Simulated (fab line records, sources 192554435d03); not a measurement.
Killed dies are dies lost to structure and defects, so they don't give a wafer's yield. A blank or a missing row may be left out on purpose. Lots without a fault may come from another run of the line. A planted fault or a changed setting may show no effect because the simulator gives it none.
A struck lot beside a sound one | flow n5_finfet | 36 steps out of a route of 1938
Sound: wafers L863.2, L863.3, L863.6. Struck: wafers L855.2, L855.4, L855.6. The cause comes at the end.
At each step with rows: each side's tool, then ch and its chambers, then its first start. Under that, the readings that differ: sound wafers | struck wafers | difference of the means | sigmas: that difference in standard deviations of wafers without a fault.
alike: readings whose means differ by less than 2 such deviations, and words and numbers that are the same on both sides. not compared: withheld readings, readings that some wafer has no value for, bounds like >300 that may hide the same value, and numbers for which the record gives no deviation and whose values overlap.
The two part at a step that has a row with sigmas, a row that says differs or no value, or rows on one side only. Numbers that don't overlap but have no deviation are shown without sigmas and don't part them. A reading that every wafer of one side lacks parts them only if that side has two wafers or more.

first, 9 steps without rows for these wafers: N5_WELL_APT_SOFTBAKE_20 (time 60 s); N5_WELL_APT_EXPOSE_22 (exposes mask PWELL, defocus 0 nm, target cd 200 nm); N5_WELL_APT_PEB_23 (peb time 90 s); N5_WELL_APT_DEVELOP_24 (develop time 45 s); N5_WELL_APT_HARDBAKE_29 (time 120 s); N5_WELL_APT_DESCUM_30 (chemistry O2, time 7.9 s); N5_WELL_APT_IMPLANT_31; N5_WELL_APT_IMPLANT_32; N5_WELL_APT_STRIP_33 (strips in SPM, time 900 s).
N5_WELL_APT_RTA_34: time 10 s.
  sound on rtp_anneal-02 ch 0, day 6 04:08; struck on rtp_anneal-01 ch 0, day 4 05:07
  reading             | sound                | struck               | difference | sigmas
  lamp_power_pct (%)  | 13.06 12.95 12.95    | 12.12 12.01 12.01    | -0.94      | -16
  lamp_zone_1_pct (%) | 13.01 13.01 13.00    | 12.00 12.03 12.00    | -1.00      | -32
  lamp_zone_2_pct (%) | 12.99 12.98 12.99    | 12.09 12.04 12.06    | -0.92      | -30
  lamp_zone_3_pct (%) | 12.972 12.994 12.923 | 12.081 12.087 12.030 | -0.897     | -32
  lamp_zone_4_pct (%) | 12.93 13.02 13.02    | 12.03 12.05 12.02    | -0.96      | -28
  lamp_zone_5_pct (%) | 12.98 12.99 13.07    | 12.07 11.97 12.01    | -1.00      | -29
  lamp_zone_6_pct (%) | 12.93 12.89 12.85    | 11.96 11.95 11.97    | -0.93      | -27
  lamp_zone_7_pct (%) | 13.46 13.46 13.38    | 12.47 12.50 12.42    | -0.97      | -30
  alike: wafer_temp_C_max
then, 25 steps without rows for these wafers: N5_WELL_APT_OXIDE_STRIP_42 (strips SiO2 in dHF, time 45 s, target depth 12 nm); N5_WELL_APT_PRECLEAN_36 (cleans in O3/DIW, time 45 s); N5_WELL_APT_PRECLEAN_39 (cleans in dHF, time 60 s); N5_WELL_APT_SRD_37 (time 30 s); N5_WELL_APT_EPI_41 (deposits Si from SiH4/H2, target thk 50 nm, time 297.7 s); N5_PMOS_HMC_CHANNEL_EPI_HM_DEP_34 (deposits SiO2 from TEOS/O2, target thk 36 nm, time 6.9 s); N5_PMOS_HMC_CHANNEL_EPI_COAT_31 (time 60 s, resist thk 66 nm); N5_PMOS_HMC_CHANNEL_EPI_COAT_03 (resist thk 205 nm); N5_PMOS_HMC_CHANNEL_EPI_EBR_05; N5_PMOS_HMC_CHANNEL_EPI_SOFTBAKE_04 (time 60 s); N5_PMOS_HMC_CHANNEL_EPI_EXPOSE_06 (exposes mask PMOS HMC BLK, target cd 240 nm); N5_PMOS_HMC_CHANNEL_EPI_PEB_07 (peb time 60 s); N5_PMOS_HMC_CHANNEL_EPI_DEVELOP_08 (develop time 30 s); N5_PMOS_HMC_CHANNEL_EPI_DESCUM_14 (chemistry O2, time 7.9 s); N5_PMOS_HMC_CHANNEL_EPI_ETCH_32 (etches BARC in N2/H2, stops on SiO2, target depth 85.8 nm, time 50.3 s); N5_PMOS_HMC_CHANNEL_EPI_HM_OPEN_15 (chemistry CHF3/O2, target SiO2, target depth 40.6 nm, time 20.3 s); N5_PMOS_HMC_CHANNEL_EPI_STRIP_33 (strips in N2/H2); N5_PMOS_HMC_CHANNEL_EPI_STRIP_17 (strips in SPM, time 750 s); N5_PMOS_HMC_CHANNEL_EPI_ETCH_38 (etches SiO2 in CF4, target depth 1.5 nm); N5_PMOS_HMC_CHANNEL_EPI_FIN_RECESS_16 (chemistry HBr/Cl2, target Si, target depth 54 nm, time 18 s); N5_PMOS_HMC_CHANNEL_EPI_PRECLEAN_36 (cleans in O3/DIW, time 45 s); N5_PMOS_HMC_CHANNEL_EPI_PRECLEAN_18 (cleans in DHF, time 30 s); N5_PMOS_HMC_CHANNEL_EPI_SRD_19 (time 30 s); N5_PMOS_HMC_CHANNEL_EPI_EPI_20 (deposits SiGe30, target thk 59 nm); N5_PMOS_HMC_CHANNEL_EPI_HM_STRIP_35 (strips SiO2 in dHF, material SiO2, target depth 39.6 nm, time 216 s).
-- the record jumps here: 6 days lie between the struck wafers' starts before and after (it left off in module PMOS_HMC_CHANNEL_EPI and takes up again in module BEOL_M4, whose first step shown is number 1111 of the route) --
N5_BEOL_M4_RC_MEAS_101:
  sound on prober-01 ch 0, day 12 17:07; struck on prober-01 ch 0, day 10 14:41
  reading             | sound                     | struck                     | difference | sigmas
  IOFF_N_LONG (nA/um) | 5.71e-05 5.6e-05 5.64e-05 | 6.42e-05 6.54e-05 6.61e-05 | +8.73e-06  | +5
  SS_P (mV/dec)       | 72.5 71.9 72.4            | 73.0 73.9 73.5             | +1.2       | +2
  alike: DIBL_N, DIBL_P, IOFF_N, IOFF_P, ION_N, ION_P, SS_N, VT_N, VT_P

WHERE THEY PART
First at N5_WELL_APT_RTA_34; last, within this record, at N5_BEOL_M4_RC_MEAS_101.

WHY: what the simulator had put in
Process parameter drift: rtp_anneal-01, from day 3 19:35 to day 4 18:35, at N5_WELL_APT_RTA_34. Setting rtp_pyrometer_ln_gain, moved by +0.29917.
